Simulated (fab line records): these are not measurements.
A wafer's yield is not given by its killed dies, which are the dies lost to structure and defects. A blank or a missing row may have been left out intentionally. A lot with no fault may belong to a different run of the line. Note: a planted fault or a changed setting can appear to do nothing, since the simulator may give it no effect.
fab line records	flow nand-harc
record: lots: 6	wafers: 18	last-day: 24
route steps=1159 shown P_BONDPAD@378 A_START@389 A_ZERO_WELL@390 END@1159
lots that met no fault: from a run of the same line without faults
start-h: hours from the record's first day to the start of the lot's first wafer shown	wait-h: how many hours have passed since the lot's step before this one	" repeats the value in the row above	L1.1+2: several wafers, shown together as one row	- either no value or no given start	* or withheld: withheld	< > ~ a bound
route shown NAME@n: NAME is a module with steps in the file, n the number in the route of the first one	usual: mean and standard deviation over wafers with no fault	same: alike in all rows	chamber/n: place in a boat	sites: each site's reading	_std_site: standard deviation of those values	_edge_site: mean of outer sites minus mean of inner sites	radius-mm: for every site, how far away it sits from the centre of the wafer	mask NAME#n: copy n	behind: the last tool/chamber to shape the wafer	hold: cause of the lot's hold/its duration in hours/its outcome	device: transistor that didn't switch, given as n, p or np	end of line: tests of these same wafers at the route's end	a step without rows: its recipe alone	killed: not the wafer's yield, but the dies lost to structure and defects at the first sort	map: per-die view of a wafer (x killed, . not killed, _ where there is no die)
set.NAME: the setting the step ran with; set.NAME@STEP: the setting that earlier step ran with	model.NAME: the simulator's own value behind a step, which no gauge read
certain route steps with their lots: each step a table, each wafer a row
services: when a tool's chamber went out of use (start-h, in hours from the record's first day, below 0 if earlier), for how many hours, and the reason
== steps ==
step: NHARC_P_BONDPAD_ECD_18
recipe: target-thk-a: 4000	bath-temp-c: 25	material: Cu
step: NHARC_P_BONDPAD_ANNEAL_28
recipe: temp-c: 225	time-s: 90
usual: anneal-temp-c-max: 226.5/0.43	wafer_temp_C_max: 226.1/0.6
lot.wafer	tool	chamber	start-h	wait-h	anneal-temp-c-max	wafer_temp_C_max
L219.1	rtp-anneal-02	0	155.37	-	226.6	226.3
L219.2	"	0	"	"	227.3	227.4
L219.4	"	0	"	"	227.3	226.7
L225.1	rtp-anneal-02	0	180.94	0.3	226.9	226.9
L225.2	"	0	"	"	226.1	226.5
L225.3	"	0	"	"	226.5	226.7
L226.1	rtp-anneal-01	0	187.79	-	226.4	225.5
L226.2	"	0	"	"	227.0	226.0
L226.3	"	0	"	"	226.5	225.5
L237.3	rtp-anneal-01	0	254.58	0.3	226.2	225.9
L237.5	"	0	"	"	226.4	225.7
L237.6	"	0	"	"	226.3	225.2
L238.1	rtp-anneal-01	0	258.95	0.3	226.9	225.9
L238.2	"	0	"	"	226.6	225.8
L238.5	"	0	"	"	226.5	225.5
L240.3	rtp-anneal-01	0	276.87	-	226.8	225.0
L240.5	"	0	"	"	226.3	225.3
L240.6	"	0	"	"	226.2	225.6
step: NHARC_P_BONDPAD_CMP_19
recipe: t-overpolish-s: 30	cu-recess-touch-s: 16	target-thk-nm: 160.81
usual: motor-current-A: 12.3/1.5	overpolish-run-s: 30.000/0.01
lot.wafer	tool	chamber	start-h	wait-h	motor-current-A	overpolish-run-s
L219.2	cmp-01	2	155.71	-	12.3	30.004
L219.1	"	3	"	"	11.2	29.997
L219.4	"	0	"	"	13.8	30.010
L225.1	cmp-02	2	181.28	-	11.8	30.017
L225.3	"	0	"	"	13.1	29.996
L225.2	"	1	"	"	10.4	30.001
L226.3	cmp-01	3	188.16	-	11.3	30.000
L226.1	"	0	"	"	14.3	29.991
L226.2	"	1	"	"	11.6	30.001
L237.3	cmp-01	0	254.90	-	14.5	29.998
L237.5	"	0	"	"	14.1	30.023
L237.6	"	1	"	"	12.1	30.002
L238.2	cmp-03	1	259.32	-	14.5	30.003
L238.1	"	2	"	"	13.1	30.004
L238.5	"	0	"	"	12.6	29.999
L240.3	cmp-02	2	277.20	-	10.8	29.995
L240.5	"	3	"	"	12.0	30.031
L240.6	"	0	"	"	12.9	30.020
step: NHARC_P_BONDPAD_THK_MEAS_20
recipe: thk-meas-gauge: xrf
usual: thk-nm: 160.7/1.3
lot.wafer	tool	chamber	start-h	wait-h	thk-nm
L219.1	film-metro-02	-	156.04	-	162.2
L219.2	"	-	"	"	162.6
L219.4	"	-	"	"	160.0
L225.1	film-metro-02	-	181.61	-	159.7
L225.2	"	-	"	"	162.5
L225.3	"	-	"	"	162.1
L226.1	film-metro-02	-	188.46	-	159.6
L226.2	"	-	"	"	159.5
L226.3	"	-	"	"	161.3
L237.3	film-metro-02	-	255.22	-	160.0
L237.5	"	-	"	"	160.9
L237.6	"	-	"	"	160.6
L238.1	film-metro-01	-	259.61	-	159.9
L238.2	"	-	"	"	159.8
L238.5	"	-	"	"	161.5
L240.3	film-metro-01	-	277.44	-	159.8
L240.5	"	-	"	"	161.5
L240.6	"	-	"	"	157.7
step: NHARC_P_BONDPAD_SRD_21
recipe: time-s: 30	temp-c: 23	dry-time-s: 20	spin-rpm: 1500
step: NHARC_P_BONDPAD_INSPECT_23
usual: raw-defect-count: 314/110
lot.wafer	tool	chamber	start-h	wait-h	raw-defect-count
L219.1	defect-inspect-01	-	156.26	0.0	514
L219.2	"	-	"	"	373
L219.4	"	-	"	"	316
L225.1	defect-inspect-02	-	181.83	0.0	245
L225.2	"	-	"	"	257
L225.3	"	-	"	"	195
L226.1	defect-inspect-02	-	188.69	0.1	307
L226.2	"	-	"	"	331
L226.3	"	-	"	"	334
L237.3	defect-inspect-02	-	255.43	0.0	242
L237.5	"	-	"	"	271
L237.6	"	-	"	"	408
L238.1	defect-inspect-01	-	259.82	0.0	383
L238.2	"	-	"	"	217
L238.5	"	-	"	"	403
L240.3	defect-inspect-01	-	277.67	0.1	593
L240.5	"	-	"	"	239
L240.6	"	-	"	"	286
step: NHARC_P_BONDPAD_ACTIVATE_29
recipe: time-s: 60	n2-flow-sccm: 200	ar-flow-sccm: 0	bias-power-w: 0	chemistry: N2
usual: drypump-motor-current-A: 5.8/0.48	oes-product-au: 0.997/0.01	rf-vpp-V: 64.4/0.86	showerhead-plenum-p-Torr: 1.82/0.056
lot.wafer	tool	chamber	start-h	wait-h	drypump-motor-current-A	oes-product-au	rf-hours-counter-h	rf-vpp-V	showerhead-plenum-p-Torr
L219.1	rie-diel-08	2	156.34	0.1	5.0	1.024	2	64.9	1.85
L219.2	"	3	"	"	5.8	0.990	2	64.4	1.87
L219.4	"	0	"	"	6.1	0.996	2	64.5	1.77
L225.1	rie-diel-08	1	181.90	0.1	6.3	0.991	3	63.4	1.78
L225.2	"	3	"	"	5.8	0.990	3	64.2	1.87
L225.3	"	0	"	"	6.1	0.988	3	63.6	1.77
L226.2	rie-diel-08	3	188.75	0.1	5.8	0.989	4	64.9	1.87
L226.3	"	0	"	"	6.2	0.994	4	64.0	1.77
L226.1	"	2	"	"	5.0	1.003	4	65.0	1.85
L237.3	rie-diel-10	2	255.52	0.1	6.4	0.998	23	62.9	1.83
L237.6	"	0	"	"	6.2	1.000	-	64.9	1.87
L237.5	"	1	"	"	5.6	0.995	-	64.1	1.91
L238.1	rie-diel-08	1	259.88	0.1	6.2	1.003	11	65.0	1.77
L238.2	"	2	"	"	5.0	1.015	12	66.1	1.85
L238.5	"	2	"	"	5.0	1.007	-	65.4	1.85
L240.3	rie-diel-08	3	277.74	0.1	5.8	0.994	13	65.9	1.87
L240.5	"	2	"	"	5.0	1.015	-	65.6	1.85
L240.6	"	3	"	"	5.8	0.986	-	63.5	1.87
step: NHARC_P_BONDPAD_PRECLEAN_30
recipe: time-s: 300	temp-c: 23	chemistry: DIW
step: NHARC_P_BONDPAD_SRD_31
recipe: time-s: 30	temp-c: 23	dry-time-s: 20	spin-rpm: 1500
step: NHARC_A_START_INSPECT_01
usual: raw-defect-count: 4.0/2.1
lot.wafer	tool	chamber	start-h	wait-h	raw-defect-count
L219.1	defect-inspect-02	-	156.74	-	1
L219.2	"	-	"	"	3
L219.4	"	-	"	"	2
L225.1	defect-inspect-01	-	182.31	-	6
L225.2	"	-	"	"	7
L225.3	"	-	"	"	4
L226.1	defect-inspect-02	-	189.18	-	2
L226.2	"	-	"	"	2
L226.3	"	-	"	"	6
L237.3	defect-inspect-01	-	255.90	-	1
L237.5	"	-	"	"	3
L237.6	"	-	"	"	5
L238.1	defect-inspect-01	-	260.28	-	5
L238.2	"	-	"	"	2
L238.5	"	-	"	"	7
L240.3	defect-inspect-02	-	278.14	-	5
L240.5	"	-	"	"	3
L240.6	"	-	"	"	9
step: NHARC_A_ZERO_WELL_PRECLEAN_00
recipe: time-s: 600	temp-c: 120	chemistry: SPM
usual: bath-guard-temp-C: 120.0/0.61	bath-heat-duty-pct: 13.7/1.4
lot.wafer	tool	chamber	start-h	wait-h	bath-guard-temp-C	bath-heat-duty-pct
L219.4	wet-bench-09	4	156.82	0.1	119.0	12.5
L219.2	"	7	"	"	119.4	14.4
L219.1	"	0	"	"	121.1	14.9
L225.2	wet-bench-09	4	182.39	0.1	119.3	13.7
L225.1	"	5	"	"	119.6	12.2
L225.3	"	7	"	"	119.5	14.8
L226.2	wet-bench-06	3	189.28	0.1	120.5	14.1
L226.3	"	4	"	"	119.5	11.6
L226.1	"	5	"	"	120.9	14.0
L237.5	wet-bench-09	2	255.98	0.1	-	-
L237.6	"	3	"	"	-	-
L237.3	"	7	"	"	-	-
L238.2	wet-bench-01	0	260.37	0.1	-	-
L238.5	"	1	"	"	-	-
L238.1	"	3	"	"	-	-
L240.6	wet-bench-09	1	278.22	0.1	120.1	14.2
L240.5	"	2	"	"	119.7	16.4
L240.3	"	4	"	"	118.8	14.3
step: NHARC_A_ZERO_WELL_SRD_01
step: NHARC_END_SORT_01
recipe: temp-c: 25
usual: killed-at-array: 28/10	killed-at-other: 0.5/0.82	killed-at-periphery: 3.4/2.2	killed-dies: 31/10	killed-open: 3.4/1.9	killed-short: 1.9/1.3
same: gross-dies: 677
lot.wafer	tool	chamber	start-h	wait-h	killed-at-array	killed-at-other	killed-at-periphery	killed-dies	killed-open	killed-short
L226.1	prober-02	0	515.44	2.6	24	0	3	27	3	1
L226.2	prober-02	0	516.24	2.8	26	0	6	32	2	2
L226.3	prober-02	0	517.04	3.1	20	1	5	26	4	3
killed by level:class
L226.1 A_SLIT:chamber-film-flake=10 A_CHANNEL_HOLE_D1:chamber-film-flake=5 A_CONTACT:geometric-particle:open=2 P_M0:chamber-film-flake=2 A_CONTACT:chamber-film-flake=2 A_CHANNEL_FILL_D1:geometric-particle:open=1 A_WL_FILL:geometric-particle:short=1 P_BONDPAD:chamber-film-flake=1
L226.2 A_SLIT:chamber-film-flake=11 A_CHANNEL_HOLE_D1:chamber-film-flake=4 A_STAIRCASE:chamber-film-flake=3 A_WL_FILL:chamber-film-flake=3 P_ZERO_WELL:chamber-film-flake=2 P_BONDPAD:chamber-film-flake=2 A_CHANNEL_FILL_D1:chamber-film-flake=2 P_CONTACT:geometric-particle:short=1
L226.3 A_SLIT:chamber-film-flake=8 P_BONDPAD:chamber-film-flake=3 A_STAIRCASE:chamber-film-flake=3 A_CHANNEL_FILL_D1:chamber-film-flake=2 A_CONTACT:chamber-film-flake=2 P_GATE:geometric-particle:short=1 P_M0:geometric-particle:short=1 A_WL_FILL:geometric-particle:open=1
== services ==
tool	chamber	start-h	hours	kind
rie-diel-08	0	133.85	-	clean
rie-diel-08	1	133.85	-	clean
rie-diel-08	2	133.85	-	clean
rie-diel-08	3	133.85	-	clean
cmp-02	-	134.73	4.0	pm
cmp-03	-	156.43	4.0	pm
rie-diel-08	0	158.35	-	clean
cmp-03	-	162.41	1.1	repair
rie-diel-08	2	164.44	5.3	repair
rie-diel-10	-	176.53	9.0	pm
cmp-01	-	183.30	4.0	pm
wet-bench-09	-	184.95	8.0	repair
rie-diel-08	1	187.94	7.2	repair
rie-diel-10	2	188.52	8.1	repair
cmp-01	-	199.74	0.4	repair
cmp-03	-	209.43	0.3	repair
wet-bench-09	-	210.20	0.5	repair
wet-bench-01	-	213.60	8.0	pm
cmp-02	-	227.41	0.3	repair
rie-diel-10	0	232.39	22.6	repair
cmp-02	-	232.73	4.0	pm
cmp-02	-	241.12	0.6	repair
rie-diel-08	-	245.89	0.8	repair
cmp-03	-	254.43	4.0	pm
== key ==
first-sign: step: NHARC_A_ZERO_WELL_PRECLEAN_00	reading: tool-record	direction: missing
effect none on later readings
met-at NHARC_A_ZERO_WELL_PRECLEAN_00
struck-wafers L237.3,L237.5,L237.6,L238.1,L238.2,L238.5
tester-left-out L237,L238
onset-between 182.39 255.98
fault: kind: skipped-step-whole	tool: wet-bench-01,wet-bench-09	chamber: -	onset-h: 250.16	steps: NHARC_A_ZERO_WELL_PRECLEAN_00	scope: struck-lots-only
tester-left-out: of these lots the tester's yield and bins aren't shown, on N5 and GAA mostly nor the transistor test; their killed dies are dies lost to structure and defects alone, not to doping, threshold or leakage, so they don't give the yield
